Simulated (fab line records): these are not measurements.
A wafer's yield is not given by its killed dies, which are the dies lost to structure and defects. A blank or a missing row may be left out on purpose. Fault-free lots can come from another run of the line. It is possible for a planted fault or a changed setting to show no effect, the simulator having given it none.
fab line records	flow n5-finfet
record lots=10	wafers=30	last-day=17
route steps=1938 shown SD_EPI_P@321 SD_ACTIVATION@331 ILD0@335 BEOL_M4@1111 PASSIVATION@1936
lots with no fault: from the same line, run without faults
start-h: start of the lot's first displayed wafer, in hours after the record's first day	wait-h: hours elapsed since this lot's preceding step	" the same as in the row above	L1.1+2: one row covering several wafers at once	- no value, or no start was given	* or withheld: withheld	< > ~ a bound
route shown NAME@n: names a module that has steps shown in the file, with the first one's number in the route	usual: mean/standard deviation taken from wafers without a fault	same: alike in all rows	chamber/n: place in a boat	sites: per-site readings	_std_site: standard deviation of those values	_edge_site: mean of outer sites minus mean of inner sites	radius-mm: how far each site lies from the wafer's centre	mask NAME#n: copy n	behind: the most recent tool/chamber to have shaped the wafer	hold: the reason the lot was held/the length of the hold in hours/how it ended	device: the transistor (n, p or np) that didn't switch	end of line: the route-end tests of the same wafers	a step given without rows: its recipe and nothing more	killed: at the first sort, the dies lost to defects and structure; wafer yield is something else	map: a wafer's dies, x killed, . not, _ none there
set.NAME: the setting as run; set.NAME@STEP: as run at that earlier step	model.NAME: the simulator's own value behind a step, which no gauge read
one table for each step of the route and one row for each wafer, over a sample of lots
services: the hour from which a tool's chamber was out of use, counted from the record's first day as start-h (under 0 if before that day), plus the number of hours and why
## steps
# step N5_SD_EPI_P_EPI_21
# recipe material=SiGe:B	dopant=B	temp-c=550	pressure-torr=20	ambient=H2	time-s=355
lot.wafer	tool	chamber	start-h	wait-h
L563.3+4+6	epi-rpcvd-02	0	54.80	1.1
L564.1+3+5	epi-rpcvd-04	0	63.23	0.2
L565.1+4+6	epi-rpcvd-03	0	71.15	0.1
L573.1+4+6	epi-rpcvd-04	0	121.97	0.2
L575.2+3+4	epi-rpcvd-04	0	130.86	0.5
L576.1+3+5	epi-rpcvd-03	0	135.49	0.1
L577.1+4+5	epi-rpcvd-03	0	144.67	0.1
L580.1+2+4	epi-rpcvd-03	0	158.08	0.1
L582.1+3+4	epi-rpcvd-03	0	171.21	0.1
L585.3+5+6	epi-rpcvd-02	0	189.04	0.8
# step N5_SD_ACTIVATION_LSA_01
# recipe temp-c=1080	time-s=0.0008	ambient=N2
# usual wafer_temp_C_max=1086.6/2
lot.wafer	tool	chamber	start-h	wait-h	wafer_temp_C_max
L563.3	laser-anneal-02	0	57.22	0.2	1084.0
L563.4	"	0	"	"	1087.4
L563.6	"	0	"	"	1083.6
L564.1	laser-anneal-02	0	66.59	0.2	1085.4
L564.3	"	0	"	"	1085.2
L564.5	"	0	"	"	1085.6
L565.1	laser-anneal-01	0	73.75	0.2	1086.1
L565.4	"	0	"	"	1087.5
L565.6	"	0	"	"	1087.2
L573.1	laser-anneal-01	0	125.41	0.2	1088.9
L573.4	"	0	"	"	1087.1
L573.6	"	0	"	"	1087.5
L575.2	laser-anneal-01	0	133.13	0.2	1088.4
L575.3	"	0	"	"	1093.2
L575.4	"	0	"	"	1088.5
L576.1	laser-anneal-02	0	138.82	0.2	1087.4
L576.3	"	0	"	"	1085.1
L576.5	"	0	"	"	1084.3
L577.1	laser-anneal-01	0	147.37	0.2	1091.0
L577.4	"	0	"	"	1089.3
L577.5	"	0	"	"	1090.6
L580.1	laser-anneal-02	0	160.68	0.2	1085.7
L580.2	"	0	"	"	1084.5
L580.4	"	0	"	"	1086.0
L582.1	laser-anneal-02	0	174.08	0.2	1084.8
L582.3	"	0	"	"	1086.2
L582.4	"	0	"	"	1085.3
L585.3	laser-anneal-01	0	190.98	0.2	1086.2
L585.5	"	0	"	"	1087.3
L585.6	"	0	"	"	1087.9
# step N5_SD_ACTIVATION_RS_MEAS_03
# recipe thk-meas-gauge=four-point-probe
# usual RS_SD_N=21.85/0.28	RS_SD_P=56.2/0.86
lot.wafer	tool	chamber	start-h	wait-h	RS_SD_N[ohm/sq]	RS_SD_P[ohm/sq]
L563.3	film-metro-01	-	57.40	0.2	21.98	56.3
L563.4	"	-	"	"	21.52	56.1
L563.6	"	-	"	"	21.84	55.7
L564.1	film-metro-01	-	66.81	0.2	21.49	56.5
L564.3	"	-	"	"	21.53	57.6
L564.5	"	-	"	"	21.38	56.6
L565.1	film-metro-01	-	73.95	0.2	21.95	55.8
L565.4	"	-	"	"	21.61	55.6
L565.6	"	-	"	"	21.83	55.1
L573.1	film-metro-01	-	125.63	0.2	21.51	73.7
L573.4	"	-	"	"	21.34	73.0
L573.6	"	-	"	"	21.76	72.8
L575.2	film-metro-02	-	133.32	0.2	22.00	76.5
L575.3	"	-	"	"	22.29	75.6
L575.4	"	-	"	"	21.98	76.4
L576.1	film-metro-01	-	139.02	0.2	21.99	56.9
L576.3	"	-	"	"	22.14	57.9
L576.5	"	-	"	"	21.97	58.0
L577.1	film-metro-01	-	147.57	0.2	21.78	56.4
L577.4	"	-	"	"	21.63	56.5
L577.5	"	-	"	"	21.98	56.0
L580.1	film-metro-01	-	160.88	0.2	21.87	56.2
L580.2	"	-	"	"	21.52	55.4
L580.4	"	-	"	"	21.74	56.1
L582.1	film-metro-01	-	174.28	0.2	21.75	56.8
L582.3	"	-	"	"	22.28	57.7
L582.4	"	-	"	"	21.76	57.6
L585.3	film-metro-01	-	191.17	0.2	21.36	55.9
L585.5	"	-	"	"	21.72	56.1
L585.6	"	-	"	"	21.64	55.6
# step N5_ILD0_LINER_00
# recipe material=SiNx	target-thk-a=40	temp-c=400	ald-precursor-family=SiH2I2	ald-co-reactant=N2/H2-plasma	pulse-time-s=1	purge-time-s=2	co-reactant-purge-time-s=2	ald-cycles=80	pressure-torr=2
# usual heater-power-w=843/71	precursor-pulse-height-rel=1.000/0.019
# same co-reactant-purge-time-s=2
lot.wafer	tool	chamber	start-h	wait-h	heater-power-w	precursor-pulse-height-rel
L563.3	ald-sin-04	2	57.72	0.0	924	0.991
L563.4	"	2	"	"	911	1.002
L563.6	"	1	"	"	893	0.995
L564.1	ald-sin-04	2	67.29	0.2	908	1.012
L564.3	"	0	"	"	750	1.016
L564.5	"	3	"	"	764	1.011
L565.1	ald-sin-04	3	74.31	0.0	786	1.009
L565.4	"	0	"	"	746	0.970
L565.6	"	0	"	"	714	1.024
L573.1	ald-sin-02	1	126.12	0.2	745	1.010
L573.4	"	0	"	"	731	1.034
L573.6	"	1	"	"	762	1.026
L575.2	ald-sin-01	0	133.81	0.2	925	0.983
L575.3	"	3	"	"	791	0.984
L575.4	"	2	"	"	844	0.992
L576.1	ald-sin-04	0	139.38	0.0	756	0.996
L576.3	"	3	"	"	789	1.010
L576.5	"	2	"	"	931	1.013
L577.1	ald-sin-04	3	147.93	0.0	803	0.992
L577.4	"	1	"	"	906	0.977
L577.5	"	3	"	"	778	0.963
L580.1	ald-sin-04	3	161.25	0.0	781	0.988
L580.2	"	0	"	"	753	0.984
L580.4	"	2	"	"	924	1.020
L582.1	ald-sin-01	2	174.96	0.4	858	0.996
L582.3	"	0	"	"	944	1.022
L582.4	"	3	"	"	781	1.014
L585.3	ald-sin-01	2	191.51	0.1	787	1.009
L585.5	"	3	"	"	811	0.996
L585.6	"	0	"	"	918	0.991
# step N5_ILD0_THK_MEAS_08
# usual thk-nm=138.9/1.3
lot.wafer	tool	chamber	start-h	wait-h	thk-nm
L563.3	film-metro-01	-	60.70	-	136.2
L563.4	"	-	"	"	139.1
L563.6	"	-	"	"	138.0
L564.1	film-metro-01	-	70.27	-	139.7
L564.3	"	-	"	"	140.4
L564.5	"	-	"	"	138.6
L565.1	film-metro-01	-	77.29	-	137.4
L565.4	"	-	"	"	139.8
L565.6	"	-	"	"	138.0
L573.1	film-metro-01	-	129.10	-	139.9
L573.4	"	-	"	"	138.9
L573.6	"	-	"	"	138.2
L575.2	film-metro-01	-	136.80	-	138.7
L575.3	"	-	"	"	138.6
L575.4	"	-	"	"	140.7
L576.1	film-metro-02	-	142.37	-	141.0
L576.3	"	-	"	"	140.6
L576.5	"	-	"	"	141.6
L577.1	film-metro-01	-	150.91	-	137.5
L577.4	"	-	"	"	138.4
L577.5	"	-	"	"	138.3
L580.1	film-metro-01	-	164.23	-	139.6
L580.2	"	-	"	"	138.7
L580.4	"	-	"	"	137.9
L582.1	film-metro-02	-	177.95	-	137.9
L582.3	"	-	"	"	139.2
L582.4	"	-	"	"	139.4
L585.3	film-metro-01	-	194.50	-	139.0
L585.5	"	-	"	"	138.6
L585.6	"	-	"	"	137.7
# step N5_BEOL_M4_RC_MEAS_101
# usual DIBL_N=36.0/2.5	DIBL_P=36.2/3	IOFF_N=0.16/0.044	IOFF_P=0.21/0.049	ION_N=671/15	ION_P=461/8.7	RC_DENSE_P=23.6/0.88	RC_P=19.2/0.69	REXT_P=100.4/2.3	RS_SD_P=65.9/1	SS_N=71.5/0.72	SS_P=73.4/0.9	VT_N=251/4.4	VT_P=-250/4
lot.wafer	tool	chamber	start-h	wait-h	DIBL_N[mV/V]	DIBL_P[mV/V]	IOFF_N[nA/um]	IOFF_P[nA/um]	ION_N[uA/um]	ION_P[uA/um]	RC_DENSE_P[ohm.um]	RC_P[ohm.um]	REXT_P[ohm.um]	RS_SD_P[ohm/sq]	SS_N[mV/dec]	SS_P[mV/dec]	VT_N[mV]	VT_P[mV]
L563.3	prober-01	0	180.36	0.3	34.7	33.8	0.13	0.20	653	456	23.6	19.2	99.4	66.2	71.5	72.0	255	-250
L563.4	"	0	"	"	36.7	36.3	0.16	0.24	672	469	21.8	17.8	96.7	66.8	71.4	73.8	249	-243
L563.6	"	0	"	"	33.9	32.7	0.12	0.19	667	468	23.2	18.9	98.3	65.6	71.0	72.1	252	-246
L564.1	prober-02	0	189.25	0.6	34.6	36.4	0.13	0.19	652	449	24.2	19.5	100.0	66.3	71.9	73.2	254	-252
L564.3	"	0	"	"	33.6	35.3	0.13	0.17	660	452	22.6	18.6	99.1	68.2	71.7	73.2	253	-253
L564.5	"	0	"	"	33.5	35.5	0.13	0.18	652	447	23.6	19.2	99.3	67.3	72.0	73.0	254	-255
L565.1	prober-01	0	189.85	0.8	39.1	39.3	0.23	0.27	683	463	22.5	18.5	101.7	64.9	73.2	74.2	247	-246
L565.4	"	0	"	"	36.2	36.5	0.17	0.23	688	468	21.9	17.9	100.1	65.3	71.3	73.4	248	-248
L565.6	"	0	"	"	35.8	34.4	0.16	0.20	659	451	23.1	18.6	102.3	65.5	71.9	73.2	249	-248
L573.1	prober-02	0	244.31	0.0	35.8	32.4	0.13	0.15	662	439	32.0	25.8	119.6	83.9	71.5	72.6	253	-257
L573.4	"	0	"	"	38.2	34.9	0.17	0.17	672	442	28.7	23.9	117.2	82.3	72.1	73.0	249	-251
L573.6	"	0	"	"	35.3	31.2	0.13	0.14	662	443	30.5	24.8	117.4	83.4	71.2	72.2	252	-256
L576.1	prober-01	0	258.40	0.0	36.0	36.7	0.15	0.22	671	461	23.6	19.1	97.1	67.5	71.7	73.2	252	-247
L576.3	"	0	"	"	36.6	38.2	0.17	0.24	686	471	24.4	19.8	97.9	68.4	71.6	74.0	250	-244
L576.5	"	0	"	"	35.9	35.8	0.15	0.19	658	450	25.7	20.8	102.8	68.2	72.3	73.3	254	-253
L575.2	prober-02	0	260.87	0.2	40.2	36.8	0.21	0.22	695	454	27.7	22.5	128.5	87.6	72.0	73.7	243	-249
L575.3	"	0	"	"	38.9	35.3	0.18	0.18	676	449	28.2	22.9	128.8	86.7	72.1	73.1	247	-252
L575.4	"	0	"	"	38.6	34.0	0.17	0.17	668	435	28.4	23.5	130.2	86.9	71.9	73.2	250	-254
L577.1	prober-01	0	276.68	0.0	34.6	35.0	0.12	0.17	659	452	22.9	18.7	99.4	65.0	70.8	72.6	257	-250
L577.4	"	0	"	"	38.4	39.2	0.19	0.25	686	464	23.6	19.4	100.1	66.0	71.7	74.5	248	-249
L577.5	"	0	"	"	39.2	41.3	0.21	0.28	685	466	22.6	18.6	99.6	64.7	72.1	73.9	247	-249
L582.1	prober-01	0	286.74	0.4	33.0	31.1	0.10	0.15	653	454	23.6	19.3	101.4	65.9	71.0	71.9	258	-255
L582.3	"	0	"	"	32.5	31.6	0.10	0.15	643	447	23.6	19.3	100.5	67.5	70.5	72.3	259	-253
L582.4	"	0	"	"	35.2	35.9	0.14	0.21	668	456	23.7	19.4	100.6	67.9	71.3	73.8	250	-251
L580.1	prober-02	0	301.68	0.0	36.5	36.2	0.14	0.20	670	456	25.2	20.3	101.8	66.1	71.0	73.2	250	-254
L580.2	"	0	"	"	40.5	40.6	0.22	0.27	674	460	24.4	19.7	101.4	65.0	72.4	74.5	246	-248
L580.4	"	0	"	"	36.9	37.0	0.14	0.22	665	464	23.5	19.1	97.6	65.6	71.9	74.0	253	-250
L585.3	prober-01	0	308.65	0.3	40.1	40.6	0.25	0.31	689	470	22.9	18.9	98.2	65.1	73.0	74.3	245	-242
L585.5	"	0	"	"	36.2	35.1	0.13	0.19	651	453	24.1	19.6	100.0	65.4	71.1	73.0	255	-252
L585.6	"	0	"	"	37.9	37.6	0.19	0.25	675	463	24.1	19.4	99.9	65.4	71.8	73.6	246	-246
# step N5_PASSIVATION_PROBE_49
# usual defect-limited-yield=91.7/1.4	killed_at_M0_to_M3=31/11	killed_at_M4_up=13/4.6	killed-at-contacts=13/6.7	killed-at-front-end=39/9.6	killed-at-other=3.5/2.8	killed-dies=98/16	killed-open=64/11	killed-short=33/8.5	sort_bin_5_function=4.9/0.96	sort_bin_6_memory=3.1/0.59	sort_bin_8_speed=0.2/1.3	sort-n-pass=1080/23	sort-yield-pct=91.5/1.9
# same gross-dies=1180	killed-at-back-side=0	sort_bin_4_leakage[%]=0
lot.wafer	tool	chamber	start-h	wait-h	defect-limited-yield[%]	killed_at_M0_to_M3	killed_at_M4_up	killed-at-contacts	killed-at-front-end	killed-at-other	killed-dies	killed-open	killed-short	sort_bin_5_function[%]	sort_bin_6_memory[%]	sort_bin_8_speed[%]	sort-n-pass	sort-yield-pct[%]
L573.4	prober-01	-	343.76	0.2	90.2	50	15	7	39	5	116	77	39	5.7	3.6	0.8	1055	89.4
L573.6	prober-01	-	343.86	0.3	91.1	57	6	5	37	0	105	65	40	5.0	3.3	1.7	1055	89.4
L575.2	prober-01	-	362.26	0.1	91.6	34	20	20	23	2	99	61	37	6.2	1.9	0	1081	91.6
L575.3	prober-01	-	362.31	0.1	93.5	20	12	19	25	1	77	53	24	4.2	2.3	0	1103	93.5
L575.4	prober-01	-	362.36	0.2	92.4	21	27	12	30	0	90	61	29	4.1	3.1	6.2	1017	86.2
# killed by level:class
L573.4 FIN_SAQP:geometric-particle:open=21 BEOL_M0_SAQP:geometric-particle:open=17 BEOL_M0_SAQP:geometric-particle:short=12 FIN_SAQP:geometric-particle:short=11 BEOL_M2:geometric-particle:open=7 BEOL_M4:geometric-particle:open=7 MOL_CONTACT_COAG:geometric-particle:open=6 BEOL_M1:geometric-particle:open=5
L573.6 BEOL_M0_SAQP:geometric-particle:open=18 BEOL_M0_SAQP:geometric-particle:short=14 STI_FIN_REVEAL:geometric-particle:open=12 FIN_SAQP:geometric-particle:open=5 FIN_SAQP:geometric-particle:short=5 GATE_CUT:geometric-particle:short=5 BEOL_M1:geometric-particle:open=5 BEOL_M2:geometric-particle:open=5
L575.2 MOL_CONTACT_COAG:geometric-particle:open=12 BEOL_M3:geometric-particle:open=9 MOL_CONTACT_COAG:geometric-particle:short=8 BEOL_M0_SAQP:geometric-particle:open=8 BEOL_M0_SAQP:geometric-particle:short=7 FIN_SAQP:geometric-particle:short=6 BEOL_M4:geometric-particle:open=6 STI_FIN_REVEAL:geometric-particle:open=5
L575.3 MOL_CONTACT_COAG:geometric-particle:open=14 BEOL_M2:geometric-particle:open=8 MOL_CONTACT_COAG:geometric-particle:short=5 FIN_SAQP:geometric-particle:open=4 FIN_SAQP:geometric-particle:short=4 STI_FIN_REVEAL:geometric-particle:open=4 DUMMY_GATE:geometric-particle:open=4 BEOL_M4:geometric-particle:open=4
L575.4 MOL_CONTACT_COAG:geometric-particle:open=11 BEOL_M4:geometric-particle:open=10 FIN_SAQP:geometric-particle:short=7 STI_FIN_REVEAL:geometric-particle:open=7 BEOL_M2:geometric-particle:open=7 GATE_CUT:geometric-particle:short=6 BEOL_M1:geometric-particle:open=5 FIN_SAQP:geometric-particle:open=4
## services
tool	chamber	start-h	hours	kind
epi-rpcvd-02	-	34.84	2.3	repair
ald-sin-01	2	38.54	3.2	repair
ald-sin-01	1	40.54	4.0	repair
ald-sin-04	0	54.95	3.0	repair
laser-anneal-02	-	81.98	2.7	pm
ald-sin-01	1	99.03	2.6	repair
ald-sin-02	-	100.09	5.0	repair
ald-sin-04	-	112.23	14.6	pm
epi-rpcvd-02	-	117.95	14.6	pm
laser-anneal-01	-	122.54	2.8	pm
ald-sin-01	2	127.67	1.4	repair
epi-rpcvd-03	-	137.65	2.8	pm
epi-rpcvd-02	-	166.86	2.8	pm
ald-sin-04	0	172.66	11.4	repair
laser-anneal-01	-	174.15	2.3	repair
ald-sin-01	-	176.75	14.0	pm
ald-sin-01	0	176.75	14.0	vent-cycle
ald-sin-01	1	176.75	14.0	vent-cycle
ald-sin-01	2	176.75	14.0	vent-cycle
ald-sin-01	3	176.75	14.0	vent-cycle
ald-sin-01	0	190.75	-	clean
ald-sin-01	1	190.75	-	clean
ald-sin-01	2	190.75	-	clean
ald-sin-01	3	190.75	-	clean
## key
first-sign step=N5_SD_ACTIVATION_RS_MEAS_03	reading=RS_SD_P	direction=up	sigmas=21	usual=56.2	struck=74.7
effect step=N5_BEOL_M4_RC_MEAS_101	reading=RS_SD_P	direction=up	sigmas=18	usual=65.9	struck=85.1
effect step=N5_BEOL_M4_RC_MEAS_101	reading=REXT_P	direction=up	sigmas=10	usual=100.4	struck=123.6
effect step=N5_BEOL_M4_RC_MEAS_101	reading=RC_P	direction=up	sigmas=6.7	usual=19.2	struck=23.9
effect step=N5_BEOL_M4_RC_MEAS_101	reading=RC_DENSE_P	direction=up	sigmas=6.4	usual=23.6	struck=29.3
effect step=N5_BEOL_M4_RC_MEAS_101	reading=ION_P	direction=down	sigmas=2	usual=461	struck=444
met-at N5_SD_EPI_P_EPI_21
struck-lots L573,L575
not-acting-at N5_SD_ACTIVATION_LSA_01,N5_ILD0_LINER_00,N5_ILD0_THK_MEAS_08
onset-between 63.23 121.97
fault kind=process-parameter-drift	tool=epi-rpcvd-04	chamber=-	onset-h=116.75	steps=N5_SD_EPI_P_EPI_21	channel=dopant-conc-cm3	offset=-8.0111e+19	shape=step	end-h=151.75	acts-in=these-recipes-only	stated=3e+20
